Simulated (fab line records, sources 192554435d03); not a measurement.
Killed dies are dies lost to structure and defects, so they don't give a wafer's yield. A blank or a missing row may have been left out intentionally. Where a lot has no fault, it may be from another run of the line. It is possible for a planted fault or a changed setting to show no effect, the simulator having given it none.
fab line records	flow n5_finfet
record lots=7	wafers=21
route steps=1938 shown BEOL_M9@1446 BEOL_M10@1509 BEOL_M11@1579 BEOL_M12@1608 BEOL_M13@1680 BEOL_M14@1742 BEOL_M15@1797
start_h: start of the lot's first displayed wafer, in hours after the record's first day	wait_h: time in hours since the lot's previous step	" as in the row above	L1.1+2: a row that stands for several wafers	- no value, or no start given	* or withheld: withheld	< > ~ a bound
route shown NAME@n: names a module that has steps shown in the file, with the first one's number in the route	usual: mean/standard deviation taken from wafers without a fault	same: alike in all rows	chamber/n: place in a boat	sites: readings site by site	_std_site: their standard deviation	_edge_site: the outer-site mean with the inner-site mean subtracted	radius_mm: for every site, how far away it sits from the centre of the wafer	mask NAME#n: copy n	behind: the tool/chamber that last shaped the wafer	hold: what put the lot on hold/how long, in hours/how the hold closed	device: transistor that didn't switch, given as n, p or np	end of line: the route-end tests of the same wafers	a step without rows: its recipe alone	killed: at the first sort, the dies lost to defects and structure; wafer yield is something else	map: a wafer's dies, x killed, . not, _ none there
set.NAME: the setting as run; set.NAME@STEP: as run at that earlier step	model.NAME: the simulator's own value behind a step, which no gauge read
lots run with intentionally changed settings; tables by step, rows by wafer
## steps
# step N5_BEOL_M9_TRENCH_ETCH_37
# recipe chemistry=C4F6/O2	target_depth_a=1514.3	target=SiCOH_lowk	time_s=49	ion_energy_ev=250	pressure_mtorr=30	source_w=345	bias_w=185	Ar_flow_sccm=300	C4F6_flow_sccm=10	O2_flow_sccm=10
# usual rf_vpp_V=662/11
lot.wafer	tool	chamber	start_h	wait_h	set.bias_w	set.target_thk_a@BEOL_M9_HM_DEP_02	rf_vpp_V	model.TiN_of_BEOL_M9_HM_DEP_02.thk_nm
L076.1	rie_diel-01	2	-	-	216.8	187.4	740	14
L076.5	"	2	"	"	185	187.4	653	14.8
L076.6	"	1	"	"	185	187.4	665	14.2
L078.2	rie_diel-06	1	-	-	185	200	665	15.8
L078.3	"	2	"	"	185	200	658	16
L078.5	"	0	"	"	185	216.8	647	17.8
L088.1	rie_diel-06	1	-	-	210.4	200	738	15.6
L088.3	"	3	"	"	185	200	675	16
L088.6	"	2	"	"	185	200	657	16.2
L087.1	rie_diel-06	0	-	-	185	191.2	648	15
L087.5	"	0	"	"	185	200	647	15.6
L087.6	"	3	"	"	185	200	673	15.6
L089.4	rie_diel-03	3	-	-	185	187.9	667	14.4
L089.5	"	3	"	"	185	200	667	15.2
L089.6	"	0	"	"	185	200	663	15.6
L091.1	rie_diel-06	1	-	-	204.8	223.2	722	18.2
L091.4	"	0	"	"	185	223.2	646	18.4
L091.6	"	1	"	"	185	223.2	666	18.4
L094.2	rie_diel-01	0	-	-	185	200	647	16
L094.5	"	1	"	"	185	200	668	15.6
L094.6	"	0	"	"	185	200	649	15.6
# step N5_BEOL_M10_VIA_ETCH_34
# recipe chemistry=C4F6/O2	target=SiCOH_lowk	target_depth_a=1845	mask_material=SOC	taper_deg=4	time_s=69.2	ion_energy_ev=250	pressure_mtorr=30	source_w=345	bias_w=185	Ar_flow_sccm=300	C4F6_flow_sccm=10	O2_flow_sccm=10
lot.wafer	tool	chamber	start_h	wait_h	set.time_s	model.etch.depth_nm	model.SOC_of_BEOL_M10_COAT_63.thk_nm
L076.1	rie_diel-04	0	233.78	0.0	69.2	181.4	91.8
L076.5	"	0	"	"	69.2	180.8	92
L076.6	"	1	"	"	69.2	183.6	91.4
L078.2	rie_diel-04	1	240.50	0.0	69.2	181.2	92
L078.3	"	0	"	"	53.77	139.5	93.8
L078.5	"	0	"	"	69.2	181	92.2
L088.1	rie_diel-04	3	300.65	0.0	69.2	180.6	92.4
L088.3	"	2	"	"	69.2	182.9	92
L088.6	"	2	"	"	58.32	154.3	93.2
L087.1	rie_diel-02	0	303.54	0.0	55.39	146.8	94
L087.5	"	0	"	"	55.39	145.9	94.2
L087.6	"	1	"	"	55.39	148	93.8
L089.4	rie_diel-05	0	307.16	0.0	84.61	222.1	90.2
L089.5	"	2	"	"	69.2	179.7	92.2
L089.6	"	3	"	"	84.61	217.7	90.6
L091.1	rie_diel-02	0	318.66	0.0	69.2	181.6	92.4
L091.4	"	2	"	"	69.2	183.8	92.4
L091.6	"	1	"	"	69.2	185.1	92.2
L094.2	rie_diel-04	3	337.63	0.0	69.2	179.3	92.8
L094.5	"	0	"	"	69.2	176.7	93
L094.6	"	1	"	"	69.2	186.2	92.4
# step N5_BEOL_M10_TRENCH_ETCH_37
# recipe chemistry=C4F6/O2	target_depth_a=1488.3	target=SiCOH_lowk	time_s=48	ion_energy_ev=250	pressure_mtorr=30	source_w=345	bias_w=185	Ar_flow_sccm=300	C4F6_flow_sccm=10	O2_flow_sccm=10
lot.wafer	tool	chamber	start_h	wait_h	set.time_s	model.etch.depth_nm	model.BEOL_M10.feature_depth_nm	model.TiN_of_BEOL_M10_HM_DEP_02.thk_nm
L076.1	rie_diel-04	0	-	-	48	145.2	145.2	16.4
L076.5	"	0	"	"	57.46	173.5	173.4	15.4
L076.6	"	1	"	"	48	145.3	145.2	16
L078.2	rie_diel-04	1	-	-	48	147.7	147.8	16.4
L078.3	"	0	"	"	48	145.8	145.8	16.2
L078.5	"	0	"	"	48	146.9	146.8	16.6
L088.1	rie_diel-04	3	-	-	48	145.7	145.8	15.6
L088.3	"	2	"	"	54.06	165	165	15.2
L088.6	"	2	"	"	48	146.7	146.8	15.4
L087.1	rie_diel-02	0	-	-	48	145.4	145.4	15.6
L087.5	"	0	"	"	48	146.8	146.8	15.6
L087.6	"	1	"	"	48	149	149	15.4
L089.4	rie_diel-05	0	-	-	39.72	120.6	120.6	17
L089.5	"	2	"	"	48	146.3	146.2	16.4
L089.6	"	3	"	"	48	142.8	142.8	16.2
L091.1	rie_diel-02	0	-	-	48	146	146	16.2
L091.4	"	2	"	"	48	147.4	147.4	16.4
L091.6	"	1	"	"	39.28	121.9	122	17
L094.2	rie_diel-04	3	-	-	48	145.1	145.2	16
L094.5	"	0	"	"	48	145.1	145	15.8
L094.6	"	1	"	"	48	152.2	152.2	15.8
# step N5_BEOL_M10_ETCH_41
# recipe chemistry=CH3F/O2	target=SiCN	target_depth_a=426	taper_deg=2	time_s=86	ion_energy_ev=120	mask_material=TiN	pressure_mtorr=30	source_w=395	bias_w=75	Ar_flow_sccm=150	CH3F_flow_sccm=30	O2_flow_sccm=20
# step N5_BEOL_M10_STRIP_77
# recipe chemistry=N2/H2	time_s=10	power_w=450	temp_c=40	pressure_mtorr=20	rf_frequency_hz=6e+07	bias_power_w=7	n2_flow_sccm=200	h2_flow_sccm=200
# step N5_BEOL_M10_ECD_50
# recipe material=Cu	target_thk_a=3180
# step N5_BEOL_M10_ANNEAL_51
# recipe temp_c=225	time_s=90	ambient=N2
# step N5_BEOL_M10_CMP_52
# recipe stop_on=SiCOH_lowk	t_overpolish_s=7	down_force_psi=1	platen_rpm=50	clearing_platen_down_force_psi=1.5	clearing_platen_rpm=50	post_cmp_clean=cu_alkaline	target_thk_nm=140	clearing_platen_pad_velocity_m_s=0.99484	pad_velocity_m_s=0.99484
lot.wafer	tool	chamber	start_h	wait_h	set.time_s@BEOL_M10_TRENCH_ETCH_37	model.Cu_of_BEOL_M10_ECD_50.thk_nm
L076.1	cmp-01	1	236.20	0.3	48	138
L076.5	"	3	"	"	57.46	165.4
L076.6	"	0	"	"	48	135.6
L078.3	cmp-03	1	242.79	0.3	48	136.4
L078.2	"	3	"	"	48	139.6
L078.5	"	1	"	"	48	139
L088.1	cmp-03	0	304.27	0.3	48	137.4
L088.3	"	1	"	"	54.06	155.2
L088.6	"	3	"	"	48	137.6
L087.1	cmp-01	2	306.16	0.3	48	138.2
L087.6	"	2	"	"	48	140.4
L087.5	"	3	"	"	48	139.8
L089.4	cmp-02	3	309.50	0.2	39.72	110.2
L089.5	"	0	"	"	48	137.4
L089.6	"	1	"	"	48	133.2
L091.1	cmp-03	3	323.39	0.3	48	135.6
L091.4	"	0	"	"	48	138.2
L091.6	"	2	"	"	39.28	114.4
L094.2	cmp-02	2	340.21	0.3	48	137
L094.6	"	3	"	"	48	142.6
L094.5	"	0	"	"	48	135
# step N5_BEOL_M11_ETCH_41
# recipe chemistry=CH3F/O2	target=SiCN	target_depth_a=426	taper_deg=2	time_s=86	ion_energy_ev=120	mask_material=TiN	pressure_mtorr=30	source_w=395	bias_w=75	Ar_flow_sccm=150	CH3F_flow_sccm=30	O2_flow_sccm=20
lot.wafer	tool	chamber	start_h	wait_h	set.time_s	model.etch.depth_nm
L076.1	rie_diel-06	1	-	-	72.41	28.05
L076.5	"	1	"	"	72.41	28.07
L076.6	"	2	"	"	86	32.51
L078.2	rie_diel-06	0	-	-	86	32.48
L078.3	"	3	"	"	95.7	36.53
L078.5	"	1	"	"	95.7	36.74
L088.1	rie_diel-01	3	-	-	86	32.96
L088.3	"	1	"	"	86	32.91
L088.6	"	0	"	"	86	31.27
L087.1	rie_diel-03	3	-	-	86	33.35
L087.5	"	1	"	"	86	31.56
L087.6	"	0	"	"	86	32.59
L089.4	rie_diel-06	1	-	-	86	33.05
L089.5	"	3	"	"	86	32.21
L089.6	"	0	"	"	86	32.57
L091.1	rie_diel-06	1	-	-	105	39.6
L091.4	"	2	"	"	86	32.31
L091.6	"	1	"	"	105	39.7
L094.2	rie_diel-03	2	-	-	86	31.61
L094.5	"	0	"	"	86	32.38
L094.6	"	3	"	"	86	32.8
# step N5_BEOL_M12_EXPOSE_07
# recipe mask_id=V11	na=0.93	source_shape=conventional	sigma_outer=0.6	polarization=unpolarized	attpsm_phase_deg=180	dose_mj=32.5
lot.wafer	tool	chamber	start_h	wait_h	mask	set.dose_mj
L076.1+5+6	krf_scanner-01	0	242.85	-	V11#0	32.5
L078.2+3	krf_scanner-02	0	252.92	-	V11#0	30.64
L078.5	"	0	"	"	V11#0	32.5
L088.1+3+6	krf_scanner-02	0	311.86	-	V11#0	32.5
L087.1+5	krf_scanner-01	0	315.67	-	V11#0	34.11
L087.6	"	0	"	"	V11#0	32.5
L089.4+6	krf_scanner-01	0	317.24	-	V11#0	32.5
L089.5	"	0	"	"	V11#0	30.07
L091.1+4	krf_scanner-01	0	332.52	-	V11#0	32.5
L091.6	"	0	"	"	V11#0	30.52
L094.2+5+6	krf_scanner-01	0	356.54	-	V11#0	32.5
# step N5_BEOL_M12_PEB_08
# recipe peb_temp_c=130	peb_time_s=90
# step N5_BEOL_M12_DEVELOP_09
# recipe develop_time_s=45	rinse_liquid=diw	dry=air_spin	dev_temp_c=21
# step N5_BEOL_M12_HARDBAKE_14
# recipe temp_c=130	time_s=120
# step N5_BEOL_M12_CD_MEAS_10
# recipe target_cd_nm=140	landing_energy_ev=500	detector=se_inlens	polarity=opening
# usual cd_nm=140.3/1.8
lot.wafer	tool	chamber	start_h	wait_h	set.dose_mj@BEOL_M12_EXPOSE_07	cd_nm
L076.1	cd_sem-01	0	243.02	-	32.5	137.4
L076.5	"	0	"	"	32.5	138.5
L076.6	"	0	"	"	32.5	140.5
L078.2	cd_sem-02	0	253.09	-	30.64	133.9
L078.3	"	0	"	"	30.64	132.6
L078.5	"	0	"	"	32.5	138.9
L088.1	cd_sem-02	0	312.04	-	32.5	141.5
L088.3	"	0	"	"	32.5	141.6
L088.6	"	0	"	"	32.5	140.7
L087.1	cd_sem-02	0	315.84	-	34.11	144.7
L087.5	"	0	"	"	34.11	146.2
L087.6	"	0	"	"	32.5	138.9
L089.4	cd_sem-03	0	317.40	-	32.5	142.5
L089.5	"	0	"	"	30.07	135.3
L089.6	"	0	"	"	32.5	141.9
L091.1	cd_sem-03	0	332.69	-	32.5	140.3
L091.4	"	0	"	"	32.5	139.7
L091.6	"	0	"	"	30.52	135.1
L094.2	cd_sem-03	0	356.70	-	32.5	140.5
L094.5	"	0	"	"	32.5	137.4
L094.6	"	0	"	"	32.5	140.5
# step N5_BEOL_M13_COAT_65
# recipe resist=SOC	temp_c=250	time_s=60	spin_rpm=1500	resist_thk_nm=350
lot.wafer	tool	chamber	start_h	wait_h	set.spin_rpm	model.SOC_of_BEOL_M13_COAT_65.thk_nm
L076.1	litho_track-03	0	249.24	0.0	1555	344.2
L076.5	"	0	"	"	1500	350.6
L076.6	"	0	"	"	1500	350
L078.2	litho_track-05	0	259.24	0.0	1500	349.4
L078.3	"	0	"	"	1500	349.8
L078.5	"	0	"	"	1403	362.4
L088.1	litho_track-05	0	317.75	0.0	1500	350.8
L088.3	"	0	"	"	1633	337.2
L088.6	"	0	"	"	1633	335.4
L087.1	litho_track-04	0	321.78	0.0	1432	357.6
L087.5	"	0	"	"	1432	358.4
L087.6	"	0	"	"	1500	349.6
L089.4	litho_track-05	0	326.01	0.0	1500	349
L089.5	"	0	"	"	1500	349.6
L089.6	"	0	"	"	1658	333
L091.1	litho_track-04	0	340.80	0.0	1655	333.8
L091.4	"	0	"	"	1500	349.6
L091.6	"	0	"	"	1500	351
L094.2	litho_track-05	0	361.46	0.0	1500	351.8
L094.5	"	0	"	"	1500	351.2
L094.6	"	0	"	"	1500	352
# step N5_BEOL_M14_EXPOSE_25
# recipe mask_id=M14	na=0.8	source_shape=annular	sigma_inner=0.5	sigma_outer=0.8	polarization=unpolarized	target_cd_nm=280	dose_mj=26.6
lot.wafer	tool	chamber	start_h	wait_h	mask	set.dose_mj
L076.1	krf_scanner-01	0	255.19	-	M14#0	26.6
L076.5+6	"	0	"	"	M14#0	25.45
L078.2	krf_scanner-02	0	270.05	-	M14#0	26.6
L078.3+5	"	0	"	"	M14#0	24.8
L088.1+6	krf_scanner-02	0	322.63	-	M14#0	26.6
L088.3	"	0	"	"	M14#0	25.35
L087.1+5+6	krf_scanner-02	0	326.30	-	M14#0	26.6
L089.4+6	krf_scanner-01	0	330.79	-	M14#0	26.6
L089.5	"	0	"	"	M14#0	25.13
L091.1	krf_scanner-01	0	348.57	-	M14#0	25.24
L091.4+6	"	0	"	"	M14#0	26.6
L094.2+5+6	krf_scanner-01	0	368.39	-	M14#0	26.6
# step N5_BEOL_M14_PEB_26
# recipe peb_temp_c=130	peb_time_s=90
# step N5_BEOL_M14_DEVELOP_27
# recipe develop_time_s=45	rinse_liquid=diw	dry=air_spin	dev_temp_c=21
# step N5_BEOL_M14_HARDBAKE_32
# recipe temp_c=130	time_s=120
# step N5_BEOL_M14_CD_MEAS_28
# recipe target_cd_nm=284.4	landing_energy_ev=500	detector=se_inlens
# usual cd_nm=284.6/1.7
lot.wafer	tool	chamber	start_h	wait_h	set.dose_mj@BEOL_M14_EXPOSE_25	cd_nm
L076.1	cd_sem-03	0	255.36	-	26.6	287.3
L076.5	"	0	"	"	25.45	279.2
L076.6	"	0	"	"	25.45	277.2
L078.2	cd_sem-01	0	270.22	-	26.6	286.3
L078.3	"	0	"	"	24.8	273.2
L078.5	"	0	"	"	24.8	272.3
L088.1	cd_sem-02	0	322.80	-	26.6	285.0
L088.3	"	0	"	"	25.35	277.3
L088.6	"	0	"	"	26.6	286.1
L087.1	cd_sem-01	0	326.48	-	26.6	285.7
L087.5	"	0	"	"	26.6	283.2
L087.6	"	0	"	"	26.6	283.1
L089.4	cd_sem-01	0	330.95	-	26.6	283.8
L089.5	"	0	"	"	25.13	273.9
L089.6	"	0	"	"	26.6	285.8
L091.1	cd_sem-01	0	348.74	-	25.24	276.5
L091.4	"	0	"	"	26.6	284.8
L091.6	"	0	"	"	26.6	285.4
L094.2	cd_sem-03	0	368.55	-	26.6	283.1
L094.5	"	0	"	"	26.6	284.4
L094.6	"	0	"	"	26.6	284.8
# step N5_BEOL_M14_DESCUM_33
# recipe chemistry=O2	time_s=7.9	source_power_w=50	bias_power_w=20	pressure_mtorr=20	rf_frequency_hz=2.712e+07	temp_c=40	o2_flow_sccm=225
lot.wafer	tool	chamber	start_h	wait_h	set.time_s	set.dose_mj@BEOL_M14_EXPOSE_25	model.BEOL_M14.cd_nm
L076.1	rie_diel-02	3	255.45	0.0	7.9	26.6	287.4
L076.5	"	3	"	"	6.386	25.45	279
L076.6	"	0	"	"	7.9	25.45	277.2
L078.2	rie_diel-02	2	270.52	0.2	8.525	26.6	286.4
L078.3	"	1	"	"	7.9	24.8	273.4
L078.5	"	3	"	"	8.525	24.8	272.6
L088.1	rie_diel-04	3	322.89	0.0	7.9	26.6	284.8
L088.3	"	2	"	"	7.9	25.35	277.2
L088.6	"	2	"	"	7.9	26.6	286
L087.1	rie_diel-04	2	326.56	0.0	7.173	26.6	286.2
L087.5+6	"	3,0	"	"	7.173	26.6	283
L089.4	rie_diel-04	3	331.63	0.6	9.522	26.6	284.2
L089.5	"	1	"	"	7.9	25.13	273.8
L089.6	"	2	"	"	7.9	26.6	285.6
L091.1	rie_diel-04	2	348.83	0.0	7.9	25.24	276.8
L091.4	"	1	"	"	9.24	26.6	285.2
L091.6	"	2	"	"	7.9	26.6	285.2
L094.2	rie_diel-04	0	368.64	0.0	7.9	26.6	283.4
L094.5	"	2	"	"	7.9	26.6	284
L094.6	"	0	"	"	7.9	26.6	-
# step N5_BEOL_M14_ETCH_67
# recipe chemistry=CF4	target=SiARC	target_depth_a=1430	time_s=238.3	ion_energy_ev=80	pressure_mtorr=40	source_w=545	bias_w=36	Ar_flow_sccm=100	cf4_flow_sccm=100	ends=cleared
# step N5_BEOL_M14_ETCH_68
# recipe chemistry=N2/H2	target=SOC	mask_material=SiARC	source_w=3000	bias_w=350	temp_c=40	time_s=450	ion_energy_ev=200	pressure_mtorr=30	n2_flow_sccm=200	h2_flow_sccm=200
lot.wafer	tool	chamber	start_h	wait_h	set.dose_mj@BEOL_M14_EXPOSE_25	model.BEOL_M14.cd_nm
L076.1	rie_diel-02	3	255.63	0.1	26.6	282.8
L076.5	"	3	"	"	25.45	275.4
L076.6	"	0	"	"	25.45	268.8
L078.2	rie_diel-02	2	270.70	0.1	26.6	282
L078.3	"	1	"	"	24.8	269.8
L078.5	"	3	"	"	24.8	272.2
L088.1	rie_diel-04	3	323.07	0.1	26.6	281.6
L088.3	"	2	"	"	25.35	275.8
L088.6	"	2	"	"	26.6	283.8
L087.1	rie_diel-04	2	326.75	0.1	26.6	281.6
L087.5	"	3	"	"	26.6	278.4
L087.6	"	0	"	"	26.6	276.6
L089.4	rie_diel-04	3	331.93	0.1	26.6	280.2
L089.5	"	1	"	"	25.13	268.8
L089.6	"	2	"	"	26.6	282.8
L091.1	rie_diel-04	2	349.10	0.1	25.24	273.2
L091.4	"	1	"	"	26.6	281
L091.6	"	2	"	"	26.6	281.2
L094.2	rie_diel-04	0	368.82	0.1	26.6	279.6
L094.5	"	2	"	"	26.6	278.2
L094.6	"	0	"	"	26.6	279
# step N5_BEOL_M15_COAT_22
# recipe spin_rpm=1704	resist_thk_nm=800
lot.wafer	tool	chamber	start_h	wait_h	set.spin_rpm	model.coat_of_BEOL_M15_COAT_22.thk_nm
L076.1	litho_track-04	0	-	-	1586	826.8
L076.5	"	0	"	"	1704	798
L076.6	"	0	"	"	1704	799.4
L078.2	litho_track-03	0	-	-	1565	838.4
L078.3	"	0	"	"	1704	803
L078.5	"	0	"	"	1565	838.2
L088.1	litho_track-03	0	-	-	1647	812.2
L088.3	"	0	"	"	1647	811.8
L088.6	"	0	"	"	1704	798
L087.1	litho_track-03	0	-	-	1886	757.6
L087.5	"	0	"	"	1886	759.4
L087.6	"	0	"	"	1704	799.6
L089.4	litho_track-04	0	-	-	1704	800.2
L089.5	"	0	"	"	1704	800.4
L089.6	"	0	"	"	1704	802.8
L091.1	litho_track-04	0	-	-	1704	802.4
L091.4	"	0	"	"	1704	801.4
L091.6	"	0	"	"	1704	803
L094.2	litho_track-04	0	-	-	1704	800.4
L094.5	"	0	"	"	1704	799.2
L094.6	"	0	"	"	1704	800.8
# step N5_BEOL_M15_EBR_24
# recipe solvent=PGMEA	ebr_width_mm=1.5
# step N5_BEOL_M15_SOFTBAKE_23
# recipe temp_c=130	time_s=60
# step N5_BEOL_M15_DESCUM_33
# recipe chemistry=O2	time_s=7.9	source_power_w=50	bias_power_w=20	pressure_mtorr=20	rf_frequency_hz=2.712e+07	temp_c=40	o2_flow_sccm=225
# step N5_BEOL_M15_ETCH_61
# recipe chemistry=N2/H2	target=BARC	target_depth_a=890	overetch_a=267	time_s=67.9	ion_energy_ev=200	pressure_mtorr=30	source_w=840	bias_w=150	n2_flow_sccm=200	h2_flow_sccm=200
lot.wafer	tool	chamber	start_h	wait_h	set.spin_rpm@BEOL_M15_COAT_22	model.coat_of_BEOL_M15_COAT_22.thk_nm
L076.1	rie_diel-03	1	260.61	0.0	1586	746.2
L076.5	"	3	"	"	1704	713.6
L076.6	"	2	"	"	1704	718.2
L078.2	rie_diel-01	2	276.71	0.0	1565	754.6
L078.3	"	0	"	"	1704	721.8
L078.5	"	2	"	"	1565	754.8
L088.1	rie_diel-03	2	328.41	0.0	1647	730.4
L088.3	"	1	"	"	1647	732
L088.6	"	1	"	"	1704	718.2
L087.1	rie_diel-03	0	331.80	0.0	1886	675.6
L087.5	"	0	"	"	1886	677
L087.6	"	3	"	"	1704	715.6
L089.4	rie_diel-03	3	338.07	0.0	1704	717.2
L089.5	"	2	"	"	1704	719.2
L089.6	"	1	"	"	1704	723.8
L091.1	rie_diel-01	3	356.57	0.0	1704	721
L091.4	"	2	"	"	1704	715.4
L091.6	"	3	"	"	1704	721.8
L094.2	rie_diel-06	0	374.53	0.0	1704	718.4
L094.5	"	2	"	"	1704	715
L094.6	"	3	"	"	1704	718.6
# step N5_BEOL_M15_TRENCH_ETCH_34
# recipe chemistry=C4F8/O2/Ar	target=SiO2	target_depth_a=8729.3	he_inner_torr=15	he_outer_torr=30	time_s=199	ion_energy_ev=800	pressure_mtorr=20	source_w=1905	bias_w=2040	Ar_flow_sccm=400	C4F8_flow_sccm=16	O2_flow_sccm=12
lot.wafer	tool	chamber	start_h	wait_h	set.spin_rpm@BEOL_M15_COAT_22	model.coat_of_BEOL_M15_COAT_22.thk_nm
L076.1	rie_diel-03	1	260.66	0.0	1586	575.8
L076.5	"	3	"	"	1704	535
L076.6	"	2	"	"	1704	550.4
L078.2	rie_diel-01	2	276.78	0.1	1565	575.8
L078.3	"	0	"	"	1704	554.8
L078.5	"	2	"	"	1565	577
L088.1	rie_diel-03	2	328.47	0.0	1647	563.2
L088.3	"	1	"	"	1647	565
L088.6	"	1	"	"	1704	549.4
L087.1	rie_diel-03	0	331.86	0.0	1886	500.2
L087.5	"	0	"	"	1886	500.8
L087.6	"	3	"	"	1704	536
L089.4	rie_diel-03	3	338.12	0.0	1704	542
L089.5	"	2	"	"	1704	551.6
L089.6	"	1	"	"	1704	557.2
L091.1	rie_diel-01	3	356.62	0.0	1704	550
L091.4	"	2	"	"	1704	533
L091.6	"	3	"	"	1704	551.8
L094.2	rie_diel-06	0	374.58	0.0	1704	545.4
L094.5	"	2	"	"	1704	541
L094.6	"	3	"	"	1704	544.8
## key
split step=N5_BEOL_M9_TRENCH_ETCH_37	setting=bias_w	stated=185	by=wafer
response step=N5_BEOL_M9_TRENCH_ETCH_37	reading=rf_vpp_V	change=+5.15	per=1%	r=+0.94
split step=N5_BEOL_M10_VIA_ETCH_34	setting=time_s	stated=69.2	by=wafer
response step=N5_BEOL_M10_VIA_ETCH_34	reading=model.etch.depth_nm	change=+1.82	per=1%	r=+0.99
response step=N5_BEOL_M10_VIA_ETCH_34	reading=model.SOC_of_BEOL_M10_COAT_63.thk_nm	change=-0.0756	per=1%	r=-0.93
split step=N5_BEOL_M10_TRENCH_ETCH_37	setting=time_s	stated=48	by=wafer
response step=N5_BEOL_M10_TRENCH_ETCH_37	reading=model.etch.depth_nm	change=+1.41	per=1%	r=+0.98
response step=N5_BEOL_M10_TRENCH_ETCH_37	reading=model.BEOL_M10.feature_depth_nm	change=+1.41	per=1%	r=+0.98
response step=N5_BEOL_M10_TRENCH_ETCH_37	reading=model.TiN_of_BEOL_M10_HM_DEP_02.thk_nm	change=-0.0377	per=1%	r=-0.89
response step=N5_BEOL_M10_CMP_52	reading=model.Cu_of_BEOL_M10_ECD_50.thk_nm	change=+1.39	per=1%	r=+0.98
split step=N5_BEOL_M11_ETCH_41	setting=time_s	stated=86	by=wafer
response step=N5_BEOL_M11_ETCH_41	reading=model.etch.depth_nm	change=+0.323	per=1%	r=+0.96
split step=N5_BEOL_M12_EXPOSE_07	setting=dose_mj	stated=32.5	by=wafer
response step=N5_BEOL_M12_CD_MEAS_10	reading=cd_nm	change=+0.976	per=1%	r=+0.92
split step=N5_BEOL_M13_COAT_65	setting=spin_rpm	stated=1500	by=wafer
response step=N5_BEOL_M13_COAT_65	reading=model.SOC_of_BEOL_M13_COAT_65.thk_nm	change=-1.65	per=1%	r=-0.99
split step=N5_BEOL_M14_EXPOSE_25	setting=dose_mj	stated=26.6	by=wafer
response step=N5_BEOL_M14_CD_MEAS_28	reading=cd_nm	change=+1.92	per=1%	r=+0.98
response step=N5_BEOL_M14_DESCUM_33	reading=model.BEOL_M14.cd_nm	change=+1.91	per=1%	r=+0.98
response step=N5_BEOL_M14_ETCH_68	reading=model.BEOL_M14.cd_nm	change=+1.84	per=1%	r=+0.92
split step=N5_BEOL_M14_DESCUM_33	setting=time_s	stated=7.9	by=wafer
response none clear
split step=N5_BEOL_M15_COAT_22	setting=spin_rpm	stated=1704	by=wafer
response step=N5_BEOL_M15_COAT_22	reading=model.coat_of_BEOL_M15_COAT_22.thk_nm	change=-4.04	per=1%	r=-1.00
response step=N5_BEOL_M15_ETCH_61	reading=model.coat_of_BEOL_M15_COAT_22.thk_nm	change=-3.93	per=1%	r=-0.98
response step=N5_BEOL_M15_TRENCH_ETCH_34	reading=model.coat_of_BEOL_M15_COAT_22.thk_nm	change=-3.48	per=1%	r=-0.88
split outside_this_file step=N5_BEOL_M9_HM_DEP_02 setting=target_thk_a
# split outside_this_file: this setting was split too, and the file shows its column; the key of that split is in another file
